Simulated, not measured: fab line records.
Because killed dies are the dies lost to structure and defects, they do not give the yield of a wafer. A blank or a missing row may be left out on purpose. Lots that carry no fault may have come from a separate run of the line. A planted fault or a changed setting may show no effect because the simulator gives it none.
The same fault as seen by 3 desks :: flow nandHarc :: what lay behind the numbers comes last; until then each desk has only its own

## THE DEFECT DESK
Counts from the inspections along the route, per lot, as means over the sampled wafers that have a number. A lot is out of limits, marked OUT, if its mean lies more than 4 standard deviations from the usual mean; the brackets give that distance.
Columns: A = rawDefectCount at NHARC_P_CONTACT_INSPECT_14, usual 3.8
lot: L174
first seen here: day 6 05:46
A: 5.3

lot: L179
first seen here: day 8 07:01
A: 2.3

lot: L180
first seen here: day 8 22:05
A: 3.3

lot: L182
first seen here: day 9 21:05
A: 3.0

lot: L186
first seen here: day 11 13:02
A: 2.3

lot: L188
first seen here: day 11 23:58
A: 4.3

lot: L189
first seen here: day 12 13:47
A: 6.3

lot: L190
first seen here: day 12 22:26
A: 5.3

lot: L194
first seen here: day 14 21:17
A: 5.0

lot: L195
first seen here: day 15 12:46
A: 4.0
This desk's verdict: no lot among the 10 shows anything out of limits.

## AT THE TOOL OWNER'S DESK: arfiScanner-02
The tool's own readings at NHARC_P_M0_EXPOSE_06 (exposes mask P M0, target cd 90 nm): means of the sampled wafers that have a number, for each lot that ran on this tool. A lot is out of limits, marked OUT, if its mean lies more than 4 standard deviations from the usual mean; the brackets give that distance.
Columns: A = exposureDoseMJCm2 at NHARC_P_M0_EXPOSE_06, usual 81.22
lot: L174
first seen here: day 6 09:40
A: 81.07

lot: L182
first seen here: day 10 01:08
A: 81.19

lot: L186
first seen here: day 11 17:07
A: 84.34 (+32) OUT

lot: L189
first seen here: day 12 17:46
A: 83.79 (+26) OUT

lot: L190
first seen here: day 13 02:16
A: 83.24 (+20) OUT
This desk's finding: out of limits on L186, L189, L190; first on L186, day 11 17:07 (exposureDoseMJCm2 at NHARC_P_M0_EXPOSE_06). L174, L182: within limits.

## METROLOGY DESK
What the gauges read, lot by lot, whatever tool the lot ran on: means of the sampled wafers that have a number. A lot is out of limits, marked OUT, if its mean lies more than 4 standard deviations from the usual mean; the brackets give that distance.
Columns: A = cdNm at NHARC_P_M0_CD_MEAS_09, usual 89.8 nm; B = cdNm at NHARC_P_M0_CD_MEAS_16, usual 89.7 nm
lot: L174
first seen here: day 6 09:48
A: 90.2
B: 90.1

lot: L179
first seen here: day 8 11:14
A: 89.3
B: 89.7

lot: L180
first seen here: day 9 02:07
A: 89.3
B: 88.9

lot: L182
first seen here: day 10 01:16
A: 89.7
B: 89.6

lot: L186
first seen here: day 11 17:15
A: 92.2 (+4.7) OUT
B: 92.3 (+4.3) OUT

lot: L188
first seen here: day 12 04:08
A: 89.2
B: 88.7

lot: L189
first seen here: day 12 17:55
A: 91.7
B: 91.0

lot: L190
first seen here: day 13 02:25
A: 91.0
B: 90.8

lot: L194
first seen here: day 15 01:28
A: 90.0
B: 90.6

lot: L195
first seen here: day 15 16:48
A: 89.5
B: 89.6
This desk's finding: out of limits on L186; first on L186, day 11 17:15 (cdNm at NHARC_P_M0_CD_MEAS_09). L174, L179, L180, L182, L188, L189, L190, L194, L195: within limits.

## BROUGHT TOGETHER
An alarm could have come from the tool owner's desk at day 11 17:07, on L186, L189, L190.
Metrology desk: alarm possible at day 11 17:15 on L186.
Nothing the defect desk looked at was out of limits.
The defect desk has L186, L189, L190 on record, within its limits.
The metrology desk has L189, L190 on record, within its limits.
Every lot named ran NHARC_P_M0_EXPOSE_06 on arfiScanner-02.

## WHAT THE SIMULATOR PUT IN
Drift in process parameters on arfiScanner-02 at NHARC_P_M0_EXPOSE_06, starting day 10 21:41. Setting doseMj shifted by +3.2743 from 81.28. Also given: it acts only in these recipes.
Lots struck among those shown: L186, L189, L190.
Delay (hours) between the fault's onset and each desk's first out-of-limits reading: 19 at the tool owner's desk, 20 at the metrology desk.
